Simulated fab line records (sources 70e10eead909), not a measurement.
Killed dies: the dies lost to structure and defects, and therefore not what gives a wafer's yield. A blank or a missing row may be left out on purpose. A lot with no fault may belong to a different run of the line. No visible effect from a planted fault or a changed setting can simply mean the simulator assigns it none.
Which tool did it? | flow nandHarc | 24 lots with 72 wafers sampled at 5 steps, on a route of 1302 steps

WHAT THE GAUGES READ, wafer by wafer
NHARC_P_BONDPAD_CD_MEAS_13. Usual: cdNm reads 500.1 nm (standard deviation 2.1).
lot  | measured     | on       | cdNm (nm)         | flag
L074 | day 6 13:53  | cdSem-01 | 497.8 502.6 498.4 | 
L075 | day 7 04:32  | cdSem-01 | 497.8 496.9 502.6 | 
L076 | day 7 09:10  | cdSem-02 | 500.6 499.0 499.8 | 
L077 | day 7 22:13  | cdSem-02 | 502.4 501.2 499.3 | 
L078 | day 8 01:26  | cdSem-03 | 501.3 496.1 498.8 | 
L079 | day 8 15:07  | cdSem-02 | 500.4 502.9 502.4 | 
L080 | day 9 03:58  | cdSem-02 | 496.8 503.1 494.2 | 
L081 | day 9 17:00  | cdSem-02 | 501.1 499.9 500.7 | 
L082 | day 10 02:07 | cdSem-01 | 502.3 499.8 503.0 | 
L083 | day 10 05:20 | cdSem-02 | 500.9 501.0 501.7 | 
L084 | day 11 02:19 | cdSem-01 | 503.3 499.4 497.5 | 
L085 | day 11 05:26 | cdSem-02 | 502.4 500.4 503.4 | 
L086 | day 11 12:01 | cdSem-01 | 501.5 497.8 497.8 | 
L087 | day 12 03:38 | cdSem-03 | 500.5 505.0 501.5 | 
L088 | day 12 18:01 | cdSem-03 | 498.5 502.5 498.6 | 
L089 | day 12 19:06 | cdSem-02 | 504.2 501.8 503.7 | 
L090 | day 13 13:16 | cdSem-02 | 501.9 503.1 501.2 | 
L091 | day 13 17:20 | cdSem-03 | 498.9 501.0 496.5 | 
L092 | day 14 12:58 | cdSem-03 | 499.5 500.9 499.8 | 
L093 | day 14 18:05 | cdSem-03 | 502.0 499.7 497.4 | 
L094 | day 14 23:17 | cdSem-03 | 497.6 499.9 502.5 | 
L095 | day 15 03:35 | cdSem-02 | 497.4 498.5 503.5 | 
L096 | day 15 18:00 | cdSem-02 | 500.8 500.8 499.5 | 
L097 | day 16 05:49 | cdSem-01 | 499.7 500.6 501.5 | 

NHARC_P_BONDPAD_INSPECT_23. Usual: rawDefectCount reads 319 (standard deviation 99).
lot  | measured     | on               | rawDefectCount | flag
L074 | day 6 16:07  | defectInspect-02 | 286 259 376    | 
L075 | day 7 07:06  | defectInspect-01 | 300 371 312    | 
L076 | day 7 11:24  | defectInspect-01 | 266 267 245    | 
L077 | day 8 00:27  | defectInspect-02 | 476 462 617    | 
L078 | day 8 03:40  | defectInspect-01 | 247 280 397    | 
L079 | day 8 17:23  | defectInspect-02 | 351 451 427    | 
L080 | day 9 06:26  | defectInspect-02 | 627 385 213    | 
L081 | day 9 19:30  | defectInspect-01 | 474 533 356    | 
L082 | day 10 04:37 | defectInspect-01 | 213 239 252    | 
L083 | day 10 07:49 | defectInspect-02 | 417 259 246    | 
L084 | day 11 04:34 | defectInspect-01 | 157 141 175    | 
L085 | day 11 07:43 | defectInspect-02 | 328 335 468    | 
L086 | day 11 14:14 | defectInspect-01 | 188 213 282    | 
L087 | day 12 05:56 | defectInspect-01 | 274 455 360    | 
L088 | day 12 20:17 | defectInspect-02 | 393 274 357    | 
L089 | day 12 21:21 | defectInspect-01 | 197 379 530    | 
L090 | day 13 15:29 | defectInspect-02 | 357 330 564    | 
L091 | day 13 19:34 | defectInspect-02 | 313 305 265    | 
L092 | day 14 15:13 | defectInspect-02 | 252 334 232    | 
L093 | day 14 20:22 | defectInspect-02 | 251 321 178    | 
L094 | day 15 01:46 | defectInspect-01 | 362 396 341    | 
L095 | day 15 05:51 | defectInspect-02 | 278 231 343    | 
L096 | day 15 20:14 | defectInspect-01 | 221 472 251    | 
L097 | day 16 08:04 | defectInspect-01 | 306 460 177    | 

NHARC_A_ONON_D1_THK_MEAS_30: measures by ellipsometry. Usual: thkNm reads 998 nm (standard deviation 8.4).
lot  | measured     | on           | thkNm (nm)     | flag
L074 | day 8 04:32  | filmMetro-01 | 983 982 985    | 
L075 | day 8 19:37  | filmMetro-01 | 1018 1015 1018 | 
L076 | day 8 19:46  | filmMetro-02 | 1005 1006 1004 | 
L077 | day 9 14:59  | filmMetro-01 | 1002 1000 1000 | 
L078 | day 9 14:58  | filmMetro-02 | 996 996 997    | 
L079 | day 10 05:56 | filmMetro-02 | 998 998 998    | 
L080 | day 10 19:25 | filmMetro-02 | 996 996 994    | 
L081 | day 11 14:57 | filmMetro-01 | 995 994 994    | 
L082 | day 11 15:10 | filmMetro-01 | 1004 1005 1004 | 
L083 | day 12 03:17 | filmMetro-02 | 999 997 1000   | 
L084 | day 12 21:01 | filmMetro-02 | 1008 1009 1010 | 
L085 | day 12 21:01 | filmMetro-01 | 990 991 993    | 
L086 | day 13 03:19 | filmMetro-01 | 998 998 999    | 
L087 | day 13 18:31 | filmMetro-01 | 996 998 999    | 
L088 | day 14 07:43 | filmMetro-01 | 999 1002 1000  | 
L089 | day 14 07:46 | filmMetro-02 | 993 992 993    | 
L090 | day 15 06:41 | filmMetro-01 | 996 997 997    | 
L091 | day 15 06:40 | filmMetro-02 | 986 984 984    | 
L092 | day 16 02:53 | filmMetro-01 | 992 993 992    | 
L093 | day 16 08:45 | filmMetro-02 | 988 988 989    | 
L094 | day 16 13:32 | filmMetro-02 | 1004 1004 1003 | 
L095 | day 16 18:28 | filmMetro-01 | 997 997 996    | 
L096 | day 17 10:01 | filmMetro-02 | 1013 1017 1013 | 
L097 | day 17 19:34 | filmMetro-02 | 986 985 985    | 

EACH LOT AND THE TOOL THAT RAN IT (in order: tool; ch and the chambers of the sampled wafers; start)
lot  | NHARC_P_BONDPAD_DESCUM_11         | NHARC_A_ZERO_WELL_RTA_16
L074 | rieDiel-12 ch 0,1,3, day 6 13:33  | rtpAnneal-01 ch 0, day 6 18:46
L075 | rieDiel-12 ch 0,1,3, day 7 04:15  | rtpAnneal-01 ch 0, day 7 09:42
L076 | rieDiel-12 ch 2,3, day 7 08:52    | rtpAnneal-02 ch 0, day 7 14:10
L077 | rieDiel-12 ch 0,1, day 7 21:54    | rtpAnneal-01 ch 0, day 8 02:54
L078 | rieDiel-10 ch 0,1,3, day 8 01:08  | rtpAnneal-01 ch 0, day 8 06:19
L079 | rieDiel-10 ch 0,2,3, day 8 14:49  | rtpAnneal-02 ch 0, day 8 19:59
L080 | rieDiel-10 ch 0,3, day 9 03:39    | rtpAnneal-01 ch 0, day 9 09:08
L081 | rieDiel-12 ch 2,3, day 9 16:41    | rtpAnneal-01 ch 0, day 9 22:10
L082 | rieDiel-01 ch 1,3, day 10 01:49   | rtpAnneal-01 ch 0, day 10 07:49
L083 | rieDiel-10 ch 0,2,3, day 10 05:01 | rtpAnneal-02 ch 0, day 10 10:26
L084 | rieDiel-01 ch 0,2, day 11 02:01   | rtpAnneal-01 ch 0, day 11 07:08
L085 | rieDiel-12 ch 0,1,3, day 11 05:08 | rtpAnneal-02 ch 0, day 11 10:18
L086 | rieDiel-10 ch 0,1, day 11 11:41   | rtpAnneal-01 ch 0, day 11 16:41
L087 | rieDiel-10 ch 2,3, day 12 03:20   | rtpAnneal-02 ch 0, day 12 08:23
L088 | rieDiel-01 ch 0,3, day 12 17:42   | rtpAnneal-02 ch 0, day 12 22:45
L089 | rieDiel-01 ch 1,3, day 12 18:45   | rtpAnneal-02 ch 0, day 12 23:53
L090 | rieDiel-12 ch 1,2,3, day 13 12:58 | rtpAnneal-01 ch 0, day 13 18:03
L091 | rieDiel-01 ch 0,2,3, day 13 17:02 | rtpAnneal-02 ch 0, day 13 22:02
L092 | rieDiel-12 ch 0,1,2, day 14 12:38 | rtpAnneal-02 ch 0, day 14 17:52
L093 | rieDiel-12 ch 0,2, day 14 17:46   | rtpAnneal-01 ch 0, day 14 23:31
L094 | rieDiel-10 ch 0,3, day 14 22:58   | rtpAnneal-01 ch 0, day 15 04:32
L095 | rieDiel-12 ch 1,2,3, day 15 03:17 | rtpAnneal-02 ch 0, day 15 08:18
L096 | rieDiel-01 ch 1,2, day 15 17:41   | rtpAnneal-01 ch 0, day 15 22:49
L097 | rieDiel-01 ch 0,1, day 16 05:31   | rtpAnneal-02 ch 0, day 16 10:42
- NHARC_P_BONDPAD_DESCUM_11: chemistry O2, time 3 s.
- NHARC_A_ZERO_WELL_RTA_16: time 10 s.

AS READ BY THE TOOLS THEMSELVES (means over the sampled wafers that have a number; for cases with no such wafer, the mark the record gives instead)
NHARC_P_BONDPAD_DESCUM_11. Usual: drypumpMotorCurrentA 5.7 A, standard deviation 0.38; oesProductAu 1.004 a.u., standard deviation 0.011; rfVppV 58.0 V, standard deviation 1; showerheadPlenumPTorr 1.96 Torr, standard deviation 0.08; throttleValvePct 11.309 %, standard deviation 0.0094.
lot  | tool       | drypumpMotorCurrentA (A) | oesProductAu (a.u.) | rfVppV (V) | showerheadPlenumPTorr (Torr) | throttleValvePct (%) | flag
L074 | rieDiel-12 | 5.7                      | 1.000               | 58.2       | 1.99                         | 11.312               | 
L075 | rieDiel-12 | 5.7                      | 1.009               | 57.4       | 1.99                         | 11.304               | 
L076 | rieDiel-12 | 6.4                      | 0.996               | 58.0       | 2.01                         | 11.310               | 
L077 | rieDiel-12 | 5.6                      | 1.016               | 58.7       | 1.99                         | 11.308               | 
L078 | rieDiel-10 | 5.7                      | 1.012               | 58.3       | 1.92                         | 11.313               | 
L079 | rieDiel-10 | 5.5                      | 1.003               | 57.8       | 1.97                         | 11.306               | 
L080 | rieDiel-10 | 5.5                      | 1.006               | 58.3       | 1.92                         | 11.301               | 
L081 | rieDiel-12 | 6.4                      | 0.996               | 58.4       | 2.01                         | 11.318               | 
L082 | rieDiel-01 | 5.4                      | 0.998               | 57.9       | 1.85                         | 11.311               | 
L083 | rieDiel-10 | 5.5                      | 1.000               | 57.8       | 1.97                         | 11.319               | 
L084 | rieDiel-01 | 5.9                      | 0.997               | 57.6       | 1.96                         | 11.315               | 
L085 | rieDiel-12 | 5.7                      | 1.002               | 58.0       | 1.99                         | 11.305               | 
L086 | rieDiel-10 | 5.6                      | 0.994               | 57.3       | 1.89                         | 11.317               | 
L087 | rieDiel-10 | 5.6                      | 1.000               | 59.0       | 2.03                         | 11.303               | 
L088 | rieDiel-01 | 5.4                      | 1.018               | 57.4       | 1.83                         | 11.315               | 
L089 | rieDiel-01 | 5.4                      | 0.997               | 57.1       | 1.85                         | 11.306               | 
L090 | rieDiel-12 | 6.0                      | 1.004               | 58.0       | 1.98                         | 11.310               | 
L091 | rieDiel-01 | 5.6                      | 0.996               | 57.7       | 1.92                         | 11.302               | 
L092 | rieDiel-12 | 6.0                      | 1.007               | 58.7       | 2.02                         | 11.307               | 
L093 | rieDiel-12 | 6.3                      | 1.016               | 58.4       | 2.05                         | 11.301               | 
L094 | rieDiel-10 | 5.5                      | 1.004               | 57.3       | 1.92                         | 11.316               | 
L095 | rieDiel-12 | 6.0                      | 1.008               | 57.3       | 1.98                         | 11.311               | 
L096 | rieDiel-01 | 5.8                      | 0.996               | 58.2       | 1.99                         | 11.306               | 
L097 | rieDiel-01 | 5.8                      | 1.004               | 58.4       | 1.91                         | 11.312               | 

NHARC_A_ZERO_WELL_RTA_16. Usual: lampPowerPct 31 %, standard deviation 3.8; lamp_zone_5_pct 31 %, standard deviation 3.8; lamp_zone_7_pct 31 %, standard deviation 3.9; wafer_temp_C_max 1005.9, standard deviation 1.2.
lot  | tool         | lampPowerPct (%) | lamp_zone_5_pct (%) | lamp_zone_7_pct (%) | wafer_temp_C_max | flag
L074 | rtpAnneal-01 | 27               | 27                  | 28                  | 1005.1           | 
L075 | rtpAnneal-01 | 27               | 27                  | 28                  | 1005.0           | 
L076 | rtpAnneal-02 | 35               | 35                  | 36                  | 1006.9           | 
L077 | rtpAnneal-01 | 27               | 27                  | 28                  | 1006.7           | 
L078 | rtpAnneal-01 | 27               | 27                  | 28                  | 1006.9           | 
L079 | rtpAnneal-02 | 35               | 35                  | 36                  | 1006.5           | 
L080 | rtpAnneal-01 | 27               | 27                  | 28                  | 1005.5           | 
L081 | rtpAnneal-01 | 27               | 27                  | 28                  | 1006.0           | 
L082 | rtpAnneal-01 | 27               | 27                  | 28                  | 1004.8           | 
L083 | rtpAnneal-02 | 35               | 35                  | 36                  | 1005.9           | 
L084 | rtpAnneal-01 | 27               | 27                  | 28                  | 1005.6           | 
L085 | rtpAnneal-02 | 35               | 35                  | 36                  | 1006.5           | 
L086 | rtpAnneal-01 | 27               | 27                  | 28                  | 1004.9           | 
L087 | rtpAnneal-02 | 35               | 35                  | 36                  | 1005.6           | 
L088 | rtpAnneal-02 | 35               | 35                  | 36                  | 1007.3           | 
L089 | rtpAnneal-02 | 35               | 35                  | 36                  | 1007.4           | 
L090 | rtpAnneal-01 | 27               | 27                  | 28                  | 1006.4           | 
L091 | rtpAnneal-02 | 35               | 35                  | 36                  | 1005.5           | 
L092 | rtpAnneal-02 | 35               | 35                  | 36                  | 1006.4           | 
L093 | rtpAnneal-01 | 27               | 27                  | 28                  | 1004.1           | 
L094 | rtpAnneal-01 | 27               | 27                  | 28                  | 1005.4           | 
L095 | rtpAnneal-02 | 35               | 35                  | 36                  | 1005.4           | 
L096 | rtpAnneal-01 | 27               | 27                  | 28                  | 1006.5           | 
L097 | rtpAnneal-02 | 35               | 35                  | 36                  | 1008.2           | 

THE ANSWER, worked out from the rows above alone
Rule: take the mean of a lot's wafers that have a number; if it is more than 3 standard deviations from the usual mean, the lot is off. A lot without any number at a reading at which 4 lots or more have one is off too. All remaining lots with rows at the step are treated as sound. The gauges are gone through in route order, then the tools' own readings, and for those a lot's mean is taken as printed above. The first step at which some lot is off is used, and at that step the reading that is off furthest; a lot without a number counts as furthest.
Nothing can be told from this: no lot is off at any reading shown.

WHAT HAD BEEN PUT IN BY THE SIMULATOR
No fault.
